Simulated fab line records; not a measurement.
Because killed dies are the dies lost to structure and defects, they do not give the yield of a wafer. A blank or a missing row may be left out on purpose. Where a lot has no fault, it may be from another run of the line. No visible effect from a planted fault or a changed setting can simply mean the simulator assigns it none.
Chamber matching + flow n5 finfet + rie diel-02 running N5_BEOL_M5_DESCUM_33: 4 sister chambers
The step chemistry O2, time 7 s. 18 wafers are shown with their chamber, then 9 later ones without.

== WAFERS PAIRED WITH THEIR CHAMBERS ==
| wafer  | chamber | throttle valve pct (%) | showerhead plenum p Torr (Torr) | drypump motor current A (A) |
|--------|---------|------------------------|---------------------------------|-----------------------------|
| L076.2 | 2       | 20.64                  | 2.08                            | 5.1                         |
| L076.4 | 0       | 20.56                  | 2.04                            | 6.2                         |
| L076.6 | 2       | 20.65                  | 2.08                            | 5.1                         |
| L077.1 | 0       | 20.59                  | 2.03                            | 6.2                         |
| L077.2 | 2       | 20.65                  | 2.08                            | 5.1                         |
| L077.6 | 3       | 19.90                  | 2.09                            | 5.4                         |
| L080.1 | 2       | 20.67                  | 2.08                            | 5.2                         |
| L080.5 | 1       | 20.21                  | 2.05                            | 5.8                         |
| L080.6 | 0       | 20.59                  | 2.03                            | 6.2                         |
| L083.1 | 0       | 20.58                  | 2.03                            | 6.2                         |
| L083.2 | 1       | 20.23                  | 2.05                            | 5.7                         |
| L083.5 | 2       | 20.67                  | 2.08                            | 5.1                         |
| L087.1 | 1       | 20.23                  | 2.05                            | 5.8                         |
| L087.2 | 2       | 20.68                  | 2.07                            | 5.1                         |
| L087.3 | 0       | 20.63                  | 2.03                            | 6.2                         |
| L089.1 | 2       | 20.67                  | 2.07                            | 5.2                         |
| L089.2 | 0       | 20.61                  | 2.03                            | 6.3                         |
| L089.5 | 3       | 19.94                  | 2.09                            | 5.3                         |

SIGNATURES, as means of the wafers listed above
| reading                  | chamber 0 | chamber 1 | chamber 2 | chamber 3 | scatter within a chamber |
|--------------------------|-----------|-----------|-----------|-----------|--------------------------|
| throttle valve pct       | 20.5933   | 20.2233   | 20.6614   | 19.9200   | 0.0194                   |
| showerhead plenum p Torr | 2.0317    | 2.0500    | 2.0771    | 2.0900    | 0.00402                  |
| drypump motor current A  | 6.217     | 5.767     | 5.129     | 5.350     | 0.0495                   |
Rule: for a wafer and a chamber, the distance is found by dividing, reading by reading, the gap between the wafer's reading and the chamber's mean by the reading's scatter, squaring, summing and taking the root. The wafer belongs to the nearest chamber; if the next one is less than 2 further off, it can't be placed. The scatter: the root of (the sum of the squares of (reading less its chamber's mean) over the shown wafers, divided by (wafers less chambers)).

== WAFERS WHOSE CHAMBER IS MISSING ==
| wafer  | throttle valve pct (%) | showerhead plenum p Torr (Torr) | drypump motor current A (A) |
|--------|------------------------|---------------------------------|-----------------------------|
| L090.2 | 20.23                  | 2.05                            | 5.8                         |
| L090.4 | 20.62                  | 2.03                            | 6.3                         |
| L090.6 | 20.70                  | 2.07                            | 5.2                         |
| L092.1 | 20.70                  | 2.07                            | 5.2                         |
| L092.2 | 20.63                  | 2.02                            | 6.3                         |
| L092.3 | 20.26                  | 2.04                            | 5.8                         |
| L094.2 | 19.95                  | 2.08                            | 5.4                         |
| L094.3 | 20.64                  | 2.02                            | 6.3                         |
| L094.5 | 20.71                  | 2.07                            | 5.2                         |

== WHICH CHAMBER EACH ONE RAN IN ==
| wafer  | from the rows above | in truth |
|--------|---------------------|----------|
| L090.2 | 1                   | 1        |
| L090.4 | 0                   | 0        |
| L090.6 | 2                   | 2        |
| L092.1 | 2                   | 2        |
| L092.2 | 0                   | 0        |
| L092.3 | 1                   | 1        |
| L094.2 | 3                   | 3        |
| L094.3 | 0                   | 0        |
| L094.5 | 2                   | 2        |
Placed correctly: 9 of 9. Not placeable from these rows: 0. Placed wrongly: 0.
